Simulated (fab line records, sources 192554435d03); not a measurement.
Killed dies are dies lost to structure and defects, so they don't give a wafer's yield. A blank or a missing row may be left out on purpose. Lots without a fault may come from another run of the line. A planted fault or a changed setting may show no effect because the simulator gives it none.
Split-lot experiment | flow n5_finfet | 7 lots, 21 wafers read, on a route of 1938 steps

THE SPLIT
At N5_BEOL_M7_PECVD_70 (deposits SiO2 from TEOS/O2, target thk 20 nm, time 22.7 s), the setting time_s was moved away from the recipe's 22.7 s on 9 of the 21 wafers read, by -12.1% to +5.7%. The other wafers ran this setting at the recipe's value.

The reading is taken at the split's own step.

THE READING
SiO2_of_BEOL_M7_PECVD_70.thk_nm (the simulator's own value, which no gauge read), in nm, at N5_BEOL_M7_PECVD_70 (deposits SiO2 from TEOS/O2, target thk 20 nm, time 22.7 s). The file gives no usual value for it. The 12 wafers here that ran the recipe average 19.9 nm, standard deviation 0.27 nm.

wafer  | tool, chamber at the split | time_s as run, s | against the recipe | SiO2_of_BEOL_M7_PECVD_70.thk_nm, nm | against lot-mates on the recipe
L075.3 | pecvd-02, 0,1              | 22.7             | recipe             | 20                                  | -
L075.5 | pecvd-02, 0,1              | 22.7             | recipe             | 20                                  | -
L075.6 | pecvd-02, 0                | 22.7             | recipe             | 20.4                                | -
L085.1 | pecvd-04, 1                | 22.7             | recipe             | 20                                  | -
L085.5 | pecvd-04, 0                | 24               | +5.7%              | 21.2                                | +1.2
L085.6 | pecvd-04, 1                | 24               | +5.7%              | 21.4                                | +1.4
L088.2 | pecvd-02, 2                | 22.7             | recipe             | 19.8                                | -
L088.4 | pecvd-02, 1                | 22.7             | recipe             | 19.6                                | -
L088.6 | pecvd-02, 2                | 21.77            | -4.1%              | 19.2                                | -0.5
L089.1 | pecvd-03, 1                | 22.7             | recipe             | 19.4                                | -
L089.4 | pecvd-03, 1                | 20.68            | -8.9%              | 18.4                                | -1.0
L089.6 | pecvd-03, 2                | 20.68            | -8.9%              | 18.2                                | -1.2
L093.1 | pecvd-02, 0                | 19.95            | -12.1%             | 17.2                                | -2.4
L093.3 | pecvd-02, 2                | 22.7             | recipe             | 19.6                                | -
L093.6 | pecvd-02, 1                | 19.95            | -12.1%             | 17.6                                | -2.0
L096.2 | pecvd-04, 0                | 22.7             | recipe             | 20                                  | -
L096.3 | pecvd-04, 1                | 20.65            | -9.0%              | 18                                  | -2.0
L096.6 | pecvd-04, 0                | 20.65            | -9.0%              | 18.4                                | -1.6
L095.2 | pecvd-03, 2                | 22.7             | recipe             | 19.6                                | -
L095.5 | pecvd-03, 0                | 22.7             | recipe             | 19.8                                | -
L095.6 | pecvd-03, 1                | 22.7             | recipe             | 20.2                                | -
Where a row lists several chambers, the file gives one row for several wafers and doesn't say which wafer went through which chamber.

THE FIT
A straight line over all 21 wafers: SiO2_of_BEOL_M7_PECVD_70.thk_nm changes by +0.201 nm for each +1% of time_s; r = +0.97; the points scatter about the line by 0.27 nm.
The same after taking each lot's own level away (the mean of its wafers on the recipe; 21 wafers): +0.181 nm for each +1%; r = +0.97; scatter 0.25 nm.
On that fit, the largest move of time_s shifts the reading by 2.2 nm.
The lots' own levels span 19.40 to 20.13 nm, that is 2.7 times the standard deviation above.
So the lot-to-lot level changes the slope: the two fits differ.
Check: with one of the wafers moved furthest among these (-12.1%) left out of the fit, the line predicts -2.04 nm for it against its lot-mates. It came out at -2.4 nm against them.

OTHER SPLITS ON THESE WAFERS
These wafers also went through other splits before the reading. Each is held against what the fit with the lots' levels taken away leaves over:
other split on the same wafers | wafers away from the commonest value | r with SiO2_of_BEOL_M7_PECVD_70.thk_nm (lot level and that fit taken away)
N5_BEOL_M5_COAT_74 spin_rpm    | 4                                    | -0.29
N5_BEOL_M6_ILD_DEP_00 time_s   | 6                                    | -0.02
N5_BEOL_M6_COAT_60 spin_rpm    | 8                                    | -0.41
N5_BEOL_M7_ILD_DEP_00 time_s   | 9                                    | +0.16

THE FILE'S OWN FIT
SiO2_of_BEOL_M7_PECVD_70.thk_nm changes by +0.174 nm for each +1% of time_s, r = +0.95.
